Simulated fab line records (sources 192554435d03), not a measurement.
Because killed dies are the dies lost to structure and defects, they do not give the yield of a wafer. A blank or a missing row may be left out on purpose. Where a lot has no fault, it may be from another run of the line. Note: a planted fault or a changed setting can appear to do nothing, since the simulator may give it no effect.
fab line records    flow n5-finfet
record: lots: 7  wafers: 21
route steps=1938 shown BEOL_M12@1656 BEOL_M13@1661 BEOL_M14@1770 BEOL_M15@1773 MIM_TOP_ETCH@1853
start-h: hours from the record's first day to the start of the lot's first wafer shown    wait-h: how many hours have passed since the lot's step before this one    " as in the row above    L1.1+2: one row covering several wafers at once    - no value present, or no start provided    * or withheld: withheld    < > ~ a bound
route shown NAME@n: a module of which the file shows steps, and the number in the route of the first    usual: average and standard deviation across the fault-free wafers    same: alike in all rows    chamber/n: place in a boat    sites: each site's reading    _std_site: standard deviation of those values    _edge_site: inner sites' mean taken away from outer sites' mean    radius-mm: for every site, how far away it sits from the centre of the wafer    mask NAME#n: copy n    behind: the most recent tool/chamber to have shaped the wafer    hold: cause of the lot's hold/its duration in hours/its outcome    device: the transistor (n, p or np) that didn't switch    end of line: the route-end tests of the same wafers    a step with no rows: only its recipe    killed: dies lost to structure and defects at the first sort, not the wafer's yield    map: per-die view of a wafer (x killed, . not killed, _ where there is no die)
set.NAME: the setting that was run; set.NAME@STEP: the one run at that earlier step    model.NAME: the simulator's own value behind a step, which no gauge read
one table per step and one row per wafer, for lots whose settings were changed on purpose
== steps ==
step: N5_BEOL_M12_DEP_53
recipe: material: SiCN  target-thk-a: 300  temp-c: withheld  precursor: 3MS/NH3  pressure-torr: 3  rf-w: 675  time-s: 10.5
lot.wafer  tool      chamber  start-h  wait-h  set.time-s  model.SiCN_of_BEOL_M12_DEP_53.thk-nm
L075.2     pecvd-03  0        237.76   0.0     10.5        29.2
L075.4+6   "         0,1      "        "       9.869       28.4
L074.3     pecvd-03  2        241.77   0.0     10.5        29.4
L074.5     "         0        "        "       11.6        33
L074.6     "         1        "        "       11.6        32.8
L077.2     pecvd-04  1        249.62   0.0     10.5        30.2
L077.3     "         0        "        "       10.5        29.8
L077.4     "         1        "        "       10.5        30.8
L079.1     pecvd-01  0        263.66   0.0     10.5        30.2
L079.2     "         2        "        "       10.5        30
L079.6     "         0        "        "       10.5        30.6
L085.2+5   pecvd-03  2,0      300.26   0.0     10.5        30
L085.6     "         2        "        "       10.5        30.4
L089.1+3   pecvd-04  2,0      339.40   0.0     9.761       28
L089.6     "         1        "        "       10.5        30.8
L097.1     pecvd-04  1        366.66   0.0     10.5        30
L097.2     "         0        "        "       11.62       33
L097.4     "         1        "        "       10.5        30.2
step: N5_BEOL_M13_COAT_58
recipe: resist: BARC  temp-c: 205  time-s: 60  spin-rpm: 1500  resist-thk-nm: 89
lot.wafer  tool            chamber  start-h  wait-h  set.spin-rpm  model.BARC_of_BEOL_M13_COAT_58.thk-nm
L075.2     litho-track-05  0        238.07   0.0     1629          85.6
L075.4     "               0        "        "       1500          89.2
L075.6     "               0        "        "       1629          85.4
L074.3+6   litho-track-02  0        242.09   0.0     1550          87.8
L074.5     "               0        "        "       1500          89.4
L077.2     litho-track-03  0        249.93   0.0     1500          89
L077.3     "               0        "        "       1584          86.4
L077.4     "               0        "        "       1500          88.8
L079.1+6   litho-track-05  0        263.97   0.0     1500          88.6
L079.2     "               0        "        "       1500          88.8
L085.2+6   litho-track-05  0        300.57   0.0     1500          89.4
L085.5     "               0        "        "       1500          89.2
L089.1     litho-track-02  0        339.71   0.0     1500          89.2
L089.3+6   "               0        "        "       1616          85.8
L097.1     litho-track-05  0        366.99   0.0     1500          89.4
L097.2     "               0        "        "       1500          89.6
L097.4     "               0        "        "       1613          86.2
step: N5_BEOL_M13_COAT_04
recipe: spin-rpm: 1625  resist-thk-nm: 400
step: N5_BEOL_M13_EBR_06
recipe: solvent: PGMEA  ebr-width-mm: 1.5
step: N5_BEOL_M13_DESCUM_15
recipe: chemistry: O2  time-s: 7.9  source-power-w: 50  bias-power-w: 20  pressure-mtorr: 20  rf-frequency-hz: 2.712e+07  temp-c: 40  o2-flow-sccm: 225
step: N5_BEOL_M13_ETCH_59
recipe: chemistry: N2/H2  target: BARC  target-depth-a: 890  overetch-a: 267  time-s: 67.9  ion-energy-ev: 200  pressure-mtorr: 30  source-w: 840  bias-w: 150  n2-flow-sccm: 200  h2-flow-sccm: 200
lot.wafer  tool         chamber  start-h  wait-h  set.spin-rpm@BEOL_M13_COAT_58  model.etch.depth-nm
L075.2     rie-diel-05  0        238.46   0.0     1629                           85.52
L075.4     "            1        "        "       1500                           89.11
L075.6     "            3        "        "       1629                           85.45
L074.3     rie-diel-05  3        242.61   0.0     1550                           87.74
L074.5     "            3        "        "       1500                           89.35
L074.6     "            1        "        "       1550                           87.85
L077.2     rie-diel-01  1        250.45   0.0     1500                           88.95
L077.3     "            2        "        "       1584                           86.46
L077.4     "            0        "        "       1500                           88.73
L079.1     rie-diel-06  3        265.07   0.0     1500                           88.56
L079.2     "            1        "        "       1500                           88.73
L079.6     "            3        "        "       1500                           88.5
L085.2     rie-diel-06  2        301.09   0.0     1500                           89.45
L085.5     "            2        "        "       1500                           89.29
L085.6     "            1        "        "       1500                           89.4
L089.1     rie-diel-06  0        340.11   0.0     1500                           89.11
L089.3     "            1        "        "       1616                           85.74
L089.6     "            1        "        "       1616                           85.82
L097.1     rie-diel-05  1        367.56   0.0     1500                           89.45
L097.2     "            0        "        "       1500                           89.55
L097.4     "            2        "        "       1613                           86.2
step: N5_BEOL_M13_VIA_ETCH_16
recipe: chemistry: C4F8/O2/Ar  target: SiOC  pressure-mtorr: 30  source-w: 3000  bias-w: 700  Ar_flow_sccm: 400  C4F8_flow_sccm: 15  O2_flow_sccm: 8  he-inner-torr: 15  he-outer-torr: 30  target-depth-a: 9217  time-s: withheld  ion-energy-ev: 250  ends: cleared
step: N5_BEOL_M13_STRIP_63
recipe: chemistry: N2/H2  power-w: 1000  temp-c: 250  h2-frac: 0.65  overash-fraction: 0.3  pressure-mtorr: 1000  n2-flow-sccm: 1750  h2-flow-sccm: 3250
step: N5_BEOL_M13_STRIP_64
recipe: chemistry: N2/H2  power-w: 1000  temp-c: 250  h2-frac: 0.65  overash-fraction: 0.3  pressure-mtorr: withheld  n2-flow-sccm: 1750  h2-flow-sccm: 3250
usual: strip-time-to-endpoint-s: 31.33/0.081
lot.wafer  tool             chamber  start-h  wait-h  set.spin-rpm@BEOL_M13_COAT_58  strip-time-to-endpoint-s
L075.2     plasma-asher-02  1        238.81   0.0     1629                           30.29
L075.4     "                1        "        "       1500                           31.33
L075.6     "                1        "        "       1629                           30.28
L074.3     plasma-asher-02  0        242.97   0.0     1550                           30.96
L074.5     "                0        "        "       1500                           31.41
L074.6     "                1        "        "       1550                           30.98
L077.2     plasma-asher-01  0        250.80   0.0     1500                           31.29
L077.3     "                0        "        "       1584                           30.59
L077.4     "                1        "        "       1500                           31.23
L079.1     plasma-asher-01  1        265.44   0.0     1500                           31.18
L079.2     "                0        "        "       1500                           31.22
L079.6     "                0        "        "       1500                           31.16
L085.2     plasma-asher-01  0        301.44   0.0     1500                           31.45
L085.5     "                0        "        "       1500                           31.41
L085.6     "                1        "        "       1500                           31.43
L089.1     plasma-asher-02  0        340.45   0.0     1500                           31.33
L089.3     "                1        "        "       1616                           30.37
L089.6     "                0        "        "       1616                           30.39
L097.1     plasma-asher-01  0        367.91   0.0     1500                           31.45
L097.2     "                1        "        "       1500                           31.47
L097.4     "                1        "        "       1613                           30.50
step: N5_BEOL_M14_DEP_53
recipe: material: SiCN  target-thk-a: 500  temp-c: withheld  precursor: 3MS/NH3  pressure-torr: 3  rf-w: 675  time-s: 17.8
lot.wafer  tool      chamber  start-h  wait-h  set.time-s  model.SiCN_of_BEOL_M14_DEP_53.thk-nm
L075.2     pecvd-02  1        249.23   0.0     20.3        56.4
L075.4     "         2        "        "       20.3        57
L075.6     "         0        "        "       20.3        56.8
L074.3     pecvd-02  2        256.80   0.0     17.8        49.8
L074.5     "         0        "        "       17.8        49.4
L074.6     "         2        "        "       19.86       55.6
L077.2     pecvd-04  1        262.96   0.0     17.8        49.8
L077.3     "         0        "        "       17.8        49
L077.4     "         1        "        "       17.8        50.4
L079.1     pecvd-02  0        273.59   0.0     17.8        49.4
L079.2     "         2        "        "       17.8        49.6
L079.6     "         2        "        "       17.8        50.6
L085.2     pecvd-03  0        311.78   0.0     17.8        49.4
L085.5+6   "         0,2      "        "       17.8        50.2
L089.1     pecvd-04  1        350.10   0.0     17.8        49.6
L089.3     "         2        "        "       17.8        48.6
L089.6     "         0        "        "       16.73       47.6
L097.1     pecvd-03  1        379.80   0.0     19.73       55.6
L097.2     "         0        "        "       17.8        50.2
L097.4     "         1        "        "       19.73       55.8
step: N5_BEOL_M15_ILD_DEP_00
recipe: material: SiO2  target-thk-a: 16293  temp-c: 400  precursor: TEOS/O2  pressure-torr: 6.5  rf-w: 900  teos-flow-sccm: 161.4  gas: O2  flow-sccm: 2650  time-s: 346.1
lot.wafer  tool      chamber  start-h  wait-h  set.time-s  model.SiO2_of_BEOL_M15_ILD_DEP_00.thk-nm
L075.2     pecvd-03  2        249.35   0.0     346.1       1614
L075.4     "         2        "        "       325.8       1546
L075.6     "         0        "        "       325.8       1522
L074.3     pecvd-01  0        256.93   0.0     346.1       1597
L074.5     "         2        "        "       346.1       1628
L074.6     "         1        "        "       346.1       1637
L077.2     pecvd-03  1        263.09   0.0     346.1       1613
L077.3     "         2        "        "       346.1       1633
L077.4     "         0        "        "       346.1       1629
L079.1     pecvd-03  1        273.72   0.0     346.1       1650
L079.2     "         0        "        "       330.7       1521
L079.6     "         1        "        "       346.1       1657
L085.2     pecvd-02  1        311.91   0.0     346.1       1600
L085.5     "         2        "        "       346.1       1612
L085.6     "         1        "        "       346.1       1639
L089.1     pecvd-02  0        350.23   0.0     363         1686
L089.3     "         2        "        "       346.1       1596
L089.6     "         2        "        "       363         1692
L097.1     pecvd-03  1        379.93   0.0     346.1       1610
L097.2     "         2        "        "       346.1       1620
L097.4     "         1        "        "       346.1       1646
step: N5_BEOL_M15_THK_MEAS_01
recipe: reads: SiO2_of_BEOL_M15_ILD_DEP_00
usual: M15_ILD_THK: 1617/21
lot.wafer  tool           chamber  start-h  wait-h  set.time-s@BEOL_M15_ILD_DEP_00  M15_ILD_THK[nm]
L075.2     film-metro-01  -        249.61   0.1     346.1                           1614
L075.4     "              -        "        "       325.8                           1546
L075.6     "              -        "        "       325.8                           1521
L074.3     film-metro-02  -        257.18   0.1     346.1                           1597
L074.5     "              -        "        "       346.1                           1626
L074.6     "              -        "        "       346.1                           1636
L077.2     film-metro-02  -        263.34   0.1     346.1                           1613
L077.3     "              -        "        "       346.1                           1633
L077.4     "              -        "        "       346.1                           1629
L079.1     film-metro-01  -        273.97   0.1     346.1                           1651
L079.2     "              -        "        "       330.7                           1521
L079.6     "              -        "        "       346.1                           1657
L085.2     film-metro-02  -        312.16   0.1     346.1                           1601
L085.5     "              -        "        "       346.1                           1610
L085.6     "              -        "        "       346.1                           1637
L089.1     film-metro-01  -        350.48   0.1     363                             1687
L089.3     "              -        "        "       346.1                           1596
L089.6     "              -        "        "       363                             1692
L097.1     film-metro-02  -        380.18   0.1     346.1                           1611
L097.2     "              -        "        "       346.1                           1618
L097.4     "              -        "        "       346.1                           1645
step: N5_BEOL_M15_COAT_58
recipe: resist: BARC  temp-c: 205  time-s: 60  spin-rpm: 1500  resist-thk-nm: 89
step: N5_BEOL_M15_COAT_04
recipe: spin-rpm: 1704  resist-thk-nm: 800
step: N5_BEOL_M15_DESCUM_15
recipe: chemistry: O2  time-s: 7.9  source-power-w: 50  bias-power-w: 20  pressure-mtorr: 20  rf-frequency-hz: 2.712e+07  temp-c: 40  o2-flow-sccm: 225
step: N5_BEOL_M15_ETCH_59
recipe: chemistry: N2/H2  target: BARC  target-depth-a: 890  overetch-a: 267  time-s: 67.9  ion-energy-ev: 200  pressure-mtorr: 30  source-w: 840  bias-w: 150  n2-flow-sccm: 200  h2-flow-sccm: 200
step: N5_BEOL_M15_VIA_ETCH_16
recipe: chemistry: C4F8/O2/Ar  target: SiO2  he-inner-torr: 15  he-outer-torr: 30  target-depth-a: 17922  time-s: withheld  ion-energy-ev: 800  pressure-mtorr: 20  source-w: 1905  bias-w: 2040  Ar_flow_sccm: 400  C4F8_flow_sccm: 16  O2_flow_sccm: 12  ends: cleared
lot.wafer  tool         chamber  start-h  wait-h  set.time-s@BEOL_M15_ILD_DEP_00  model.etch.depth-nm  model.coat_of_BEOL_M15_COAT_04.thk-nm
L075.2     rie-diel-05  0        250.21   0.0     *                               1614                 335.8
L075.4     "            1        "        "       *                               1546                 352.6
L075.6     "            3        "        "       *                               1522                 359
L074.3     rie-diel-01  0        257.66   0.0     *                               1597                 341.4
L074.5     "            1        "        "       *                               1628                 335.4
L074.6     "            0        "        "       *                               1637                 331.4
L077.2     rie-diel-05  3        264.04   0.0     *                               1613                 336.2
L077.3     "            1        "        "       *                               1633                 327.6
L077.4     "            0        "        "       *                               1629                 333.6
L079.1     rie-diel-06  2        274.57   0.0     *                               1650                 323
L079.2     "            1        "        "       *                               1521                 354.8
L079.6     "            3        "        "       *                               1657                 326
L085.2     rie-diel-01  1        312.76   0.0     *                               1600                 342.8
L085.5     "            0        "        "       *                               1612                 336.8
L085.6     "            3        "        "       *                               1639                 332.8
L089.1     rie-diel-05  2        351.09   0.0     *                               1686                 318.4
L089.3     "            1        "        "       *                               1596                 337.4
L089.6     "            2        "        "       *                               1692                 318
L097.1     rie-diel-01  2        380.95   0.0     *                               1610                 342.6
L097.2     "            3        "        "       *                               1620                 334.4
L097.4     "            0        "        "       *                               1646                 328.8
step: N5_BEOL_M15_EXPOSE_25
recipe: mask-id: M15  na: 0.8  source-shape: annular  sigma-inner: 0.5  sigma-outer: 0.8  polarization: unpolarized  target-cd-nm: 400  dose-mj: 35.5
lot.wafer   tool            chamber  start-h  wait-h  mask   set.dose-mj
L075.2+6    krf-scanner-02  0        251.33   -       M15#0  35.5
L075.4      "               0        "        "       M15#0  37.74
L074.3+6    krf-scanner-01  0        258.91   -       M15#0  37.37
L074.5      "               0        "        "       M15#0  35.5
L077.2+3+4  krf-scanner-02  0        265.17   -       M15#0  35.5
L079.1+2    krf-scanner-02  0        275.81   -       M15#0  34.45
L079.6      "               0        "        "       M15#0  35.5
L085.2+5+6  krf-scanner-01  0        313.89   -       M15#0  35.5
L089.1+3+6  krf-scanner-01  0        352.33   -       M15#0  35.5
L097.1+4    krf-scanner-01  0        382.19   -       M15#0  33.11
L097.2      "               0        "        "       M15#0  35.5
step: N5_BEOL_M15_PEB_26
recipe: peb-temp-c: 130  peb-time-s: 90
step: N5_BEOL_M15_DEVELOP_27
recipe: develop-time-s: 45  rinse-liquid: diw  dry: air-spin  dev-temp-c: 21
step: N5_BEOL_M15_HARDBAKE_32
recipe: temp-c: 130  time-s: 120
step: N5_BEOL_M15_CD_MEAS_28
recipe: target-cd-nm: 407.6  landing-energy-ev: 500  detector: se-inlens
usual: cd-nm: 407.8/1.4
lot.wafer  tool       chamber  start-h  wait-h  set.dose-mj@BEOL_M15_EXPOSE_25  cd-nm
L075.2     cd-sem-02  0        251.50   -       35.5                            407.1
L075.4     "          0        "        "       37.74                           417.1
L075.6     "          0        "        "       35.5                            408.0
L074.3     cd-sem-01  0        259.07   -       37.37                           416.1
L074.5     "          0        "        "       35.5                            408.1
L074.6     "          0        "        "       37.37                           416.1
L077.2     cd-sem-01  0        265.34   -       35.5                            405.6
L077.3     "          0        "        "       35.5                            404.7
L077.4     "          0        "        "       35.5                            408.3
L079.1     cd-sem-01  0        275.98   -       34.45                           401.5
L079.2     "          0        "        "       34.45                           402.0
L079.6     "          0        "        "       35.5                            405.5
L085.2     cd-sem-01  0        314.05   -       35.5                            407.6
L085.5     "          0        "        "       35.5                            406.2
L085.6     "          0        "        "       35.5                            408.6
L089.1     cd-sem-02  0        352.50   -       35.5                            408.1
L089.3     "          0        "        "       35.5                            409.3
L089.6     "          0        "        "       35.5                            408.2
L097.1     cd-sem-02  0        382.36   -       33.11                           397.3
L097.2     "          0        "        "       35.5                            409.2
L097.4     "          0        "        "       33.11                           398.3
step: N5_BEOL_M15_DESCUM_33
recipe: chemistry: O2  time-s: 7.9  source-power-w: 50  bias-power-w: 20  pressure-mtorr: 20  rf-frequency-hz: 2.712e+07  temp-c: 40  o2-flow-sccm: 225
lot.wafer  tool         chamber  start-h  wait-h  set.dose-mj@BEOL_M15_EXPOSE_25  model.BEOL_M15.cd-nm
L075.2     rie-diel-06  3        251.58   0.0     35.5                            406.8
L075.4     "            0        "        "       37.74                           416.8
L075.6     "            1        "        "       35.5                            408.2
L074.3+6   rie-diel-06  3,0      259.16   0.0     37.37                           416
L074.5     "            3        "        "       35.5                            408.4
L077.2     rie-diel-06  3        265.43   0.0     35.5                            405.4
L077.3     "            1        "        "       35.5                            404.8
L077.4     "            0        "        "       35.5                            408
L079.1     rie-diel-01  0        276.39   0.3     34.45                           401.6
L079.2     "            2        "        "       34.45                           402.2
L079.6     "            2        "        "       35.5                            405.4
L085.2     rie-diel-06  0        314.42   0.3     35.5                            407.4
L085.5     "            3        "        "       35.5                            406
L085.6     "            0        "        "       35.5                            408.8
L089.1     rie-diel-05  0        352.80   0.2     35.5                            408
L089.3     "            1        "        "       35.5                            409
L089.6     "            1        "        "       35.5                            408.4
L097.1     rie-diel-06  1        382.45   0.0     33.11                           397.4
L097.2     "            0        "        "       35.5                            409.4
L097.4     "            2        "        "       33.11                           398.2
step: N5_BEOL_M15_ETCH_61
recipe: chemistry: N2/H2  target: BARC  target-depth-a: 890  overetch-a: 267  time-s: 67.9  ion-energy-ev: 200  pressure-mtorr: 30  source-w: 840  bias-w: 150  n2-flow-sccm: 200  h2-flow-sccm: 200
lot.wafer  tool         chamber  start-h  wait-h  set.dose-mj@BEOL_M15_EXPOSE_25  model.BEOL_M15.cd-nm
L075.2     rie-diel-06  3        251.62   0.0     35.5                            399.4
L075.4     "            0        "        "       37.74                           410
L075.6     "            1        "        "       35.5                            401
L074.3     rie-diel-06  3        259.19   0.0     37.37                           407.8
L074.5     "            3        "        "       35.5                            400.2
L074.6     "            0        "        "       37.37                           408.4
L077.2     rie-diel-06  3        265.46   0.0     35.5                            397.8
L077.3     "            1        "        "       35.5                            397.6
L077.4     "            0        "        "       35.5                            401
L079.1     rie-diel-01  0        276.43   0.0     34.45                           394.2
L079.2     "            2        "        "       34.45                           394
L079.6     "            2        "        "       35.5                            397
L085.2     rie-diel-06  0        314.46   0.0     35.5                            400.8
L085.5     "            3        "        "       35.5                            398
L085.6     "            0        "        "       35.5                            401.4
L089.1     rie-diel-05  0        352.83   0.0     35.5                            400.8
L089.3     "            1        "        "       35.5                            401.6
L089.6     "            1        "        "       35.5                            400.4
L097.1     rie-diel-06  1        382.48   0.0     33.11                           389.8
L097.2     "            0        "        "       35.5                            401.8
L097.4     "            2        "        "       33.11                           390.8
step: N5_BEOL_M15_TRENCH_ETCH_34
recipe: chemistry: C4F8/O2/Ar  target: SiO2  target-depth-a: 8729.3  he-inner-torr: 15  he-outer-torr: 30  time-s: 199  ion-energy-ev: 800  pressure-mtorr: 20  source-w: 1905  bias-w: 2040  Ar_flow_sccm: 400  C4F8_flow_sccm: 16  O2_flow_sccm: 12
step: N5_BEOL_M15_STRIP_62
recipe: chemistry: O2  power-w: 600  temp-c: 60  pressure-mtorr: 30  rf-frequency-hz: 6e+07  bias-power-w: 0  overash-fraction: 0.3  o2-flow-sccm: 225
step: N5_BEOL_M15_STRIP_37
recipe: chemistry: O2  power-w: 600  temp-c: 60  pressure-mtorr: 30  rf-frequency-hz: 6e+07  bias-power-w: 0  overash-fraction: 0.3  o2-flow-sccm: 225
step: N5_BEOL_M15_ETCH_38
recipe: chemistry: CF4/N2  target: SiCN  target-depth-a: 1064  taper-deg: 2  time-s: 120.5  ion-energy-ev: 150  mask-material: SiO2  pressure-mtorr: 40  source-w: 430  bias-w: 70  Ar_flow_sccm: 100  cf4-flow-sccm: 60  n2-flow-sccm: 60
lot.wafer  tool         chamber  start-h  wait-h  set.time-s@BEOL_M15_ILD_DEP_00  model.SiO2_of_BEOL_M15_ILD_DEP_00.thk-nm
L075.2     rie-diel-05  1        -        -       346.1                           1550
L075.4     "            3        "        "       325.8                           1481
L075.6     "            2        "        "       325.8                           1458
L074.3     rie-diel-05  3        -        -       346.1                           1534
L074.5     "            1        "        "       346.1                           1565
L074.6     "            2        "        "       346.1                           1574
L077.2     rie-diel-05  1        -        -       346.1                           1550
L077.3     "            3        "        "       346.1                           1570
L077.4     "            0        "        "       346.1                           1566
L079.1     rie-diel-06  1        -        -       346.1                           1585
L079.2     "            3        "        "       330.7                           1456
L079.6     "            1        "        "       346.1                           1592
L085.2     rie-diel-01  1        -        -       346.1                           1534
L085.5     "            0        "        "       346.1                           1547
L085.6     "            1        "        "       346.1                           1573
L089.1     rie-diel-01  0        -        -       363                             1622
L089.3     "            3        "        "       346.1                           1529
L089.6     "            0        "        "       363                             1629
L097.1     rie-diel-01  2        -        -       346.1                           1547
L097.2     "            1        "        "       346.1                           1554
L097.4     "            0        "        "       346.1                           1583
step: N5_MIM_TOP_ETCH_PECVD_03
recipe: material: SiNx  target-thk-a: 200  temp-c: 400  precursor: SiH4/NH3/N2  pressure-torr: 1.5  rf-w: 300  time-s: 17.6
lot.wafer  tool      chamber  start-h  wait-h  set.time-s  model.SiNx_of_MIM_TOP_ETCH_PECVD_03.thk-nm
L075.2     pecvd-04  2        261.73   -       17.6        20
L075.4     "         2        "        "       17.6        20.4
L075.6     "         0        "        "       15.45       17.6
L074.3     pecvd-02  1        267.60   -       18.54       21.4
L074.5     "         1        "        "       17.6        20.4
L074.6     "         2        "        "       17.6        20.6
L077.2+3   pecvd-02  1,0      272.98   -       17.6        20.2
L077.4     "         2        "        "       17.6        20.6
L079.1     pecvd-02  2        285.23   -       15.61       17.6
L079.2     "         0        "        "       17.6        20
L079.6     "         1        "        "       17.6        20.2
L085.2     pecvd-01  0        323.59   -       17.6        20.2
L085.5     "         1        "        "       17.6        20.6
L085.6     "         0        "        "       17.6        20.4
L089.1     pecvd-04  0        362.20   -       15.13       16.6
L089.3+6   "         0        "        "       17.6        20
L097.1+2   pecvd-02  1,0      390.49   -       17.6        20
L097.4     "         1        "        "       17.6        20.2
== key ==
split: step: N5_BEOL_M12_DEP_53  setting: time-s  stated: 10.5  by: wafer
response: step: N5_BEOL_M12_DEP_53  reading: model.SiCN_of_BEOL_M12_DEP_53.thk-nm  change: +0.298  per: 1%  r: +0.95
split: step: N5_BEOL_M13_COAT_58  setting: spin-rpm  stated: 1500  by: wafer
response: step: N5_BEOL_M13_COAT_58  reading: model.BARC_of_BEOL_M13_COAT_58.thk-nm  change: -0.439  per: 1%  r: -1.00
response: step: N5_BEOL_M13_ETCH_59  reading: model.etch.depth-nm  change: -0.43  per: 1%  r: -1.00
response: step: N5_BEOL_M13_STRIP_64  reading: strip-time-to-endpoint-s  change: *  per: 1%  r: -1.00
split: step: N5_BEOL_M14_DEP_53  setting: time-s  stated: 17.8  by: wafer
response: step: N5_BEOL_M14_DEP_53  reading: model.SiCN_of_BEOL_M14_DEP_53.thk-nm  change: +0.48  per: 1%  r: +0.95
split: step: N5_BEOL_M15_ILD_DEP_00  setting: time-s  stated: 346.1  by: wafer
response: step: N5_BEOL_M15_ILD_DEP_00  reading: model.SiO2_of_BEOL_M15_ILD_DEP_00.thk-nm  change: +19.4  per: 1%  r: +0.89
response: step: N5_BEOL_M15_THK_MEAS_01  reading: M15_ILD_THK  change: +19.5  per: 1%  r: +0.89
response: step: N5_BEOL_M15_VIA_ETCH_16  reading: model.etch.depth-nm  change: +19.4  per: 1%  r: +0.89
response: step: N5_BEOL_M15_VIA_ETCH_16  reading: model.coat_of_BEOL_M15_COAT_04.thk-nm  change: -4.43  per: 1%  r: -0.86
response: step: N5_BEOL_M15_ETCH_38  reading: model.SiO2_of_BEOL_M15_ILD_DEP_00.thk-nm  change: +19.6  per: 1%  r: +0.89
split: step: N5_BEOL_M15_EXPOSE_25  setting: dose-mj  stated: 35.5  by: wafer
response: step: N5_BEOL_M15_CD_MEAS_28  reading: cd-nm  change: +1.56  per: 1%  r: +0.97
response: step: N5_BEOL_M15_DESCUM_33  reading: model.BEOL_M15.cd-nm  change: +1.54  per: 1%  r: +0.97
response: step: N5_BEOL_M15_ETCH_61  reading: model.BEOL_M15.cd-nm  change: +1.56  per: 1%  r: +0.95
split: step: N5_MIM_TOP_ETCH_PECVD_03  setting: time-s  stated: 17.6  by: wafer
response: step: N5_MIM_TOP_ETCH_PECVD_03  reading: model.SiNx_of_MIM_TOP_ETCH_PECVD_03.thk-nm  change: +0.224  per: 1%  r: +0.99
